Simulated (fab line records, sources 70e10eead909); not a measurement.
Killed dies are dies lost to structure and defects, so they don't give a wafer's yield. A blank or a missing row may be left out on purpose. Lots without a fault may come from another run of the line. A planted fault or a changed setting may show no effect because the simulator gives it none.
Chamber matching | flow nand_harc | NHARC_A_CONTACT_DEP_85 on pecvd-04: 3 sister chambers
The step deposits SiON, target thk 60 nm. 6 wafers are shown with their chamber, then 9 later ones without.

WAFERS WITH THEIR CHAMBER
wafer  | chamber | heater_power_w (W)
L090.1 | 1       | 740
L090.4 | 1       | 742
L090.5 | 2       | 678
L091.2 | 0       | 655
L091.4 | 0       | 670
L091.5 | 2       | 712

WAFERS WITHOUT THEIR CHAMBER
wafer  | heater_power_w (W)
L093.1 | 674
L093.4 | 737
L093.5 | 688
L095.2 | 719
L095.3 | 626
L095.6 | 780
L096.1 | 668
L096.5 | 800
L096.6 | 686

WHICH CHAMBER EACH WENT THROUGH
wafer  | from the rows above     | in truth
L093.1 | can't be placed: 0 or 2 | 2
L093.4 | 1                       | 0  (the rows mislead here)
L093.5 | can't be placed: 2 or 0 | 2
L095.2 | can't be placed: 1 or 2 | 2
L095.3 | 0                       | 0
L095.6 | 1                       | 1
L096.1 | can't be placed: 0 or 2 | 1
L096.5 | 1                       | 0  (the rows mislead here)
L096.6 | can't be placed: 2 or 0 | 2
Placed correctly: 2 of 9. Can't be placed from these rows: 5 (the true chamber is among the candidates in 4). Placed wrongly: 2.
How it was worked out, from the rows above alone: a wafer's distance from a chamber is the root of the sum, over the readings, of the square of ((its reading less the chamber's mean) divided by the reading's scatter). The wafer belongs to the nearest chamber; if the next one is less than 2 further off, it can't be placed. A chamber's mean is the mean of its shown wafers. The scatter: the root of (the sum of the squares of (reading less its chamber's mean) over the shown wafers, divided by (wafers less chambers)).
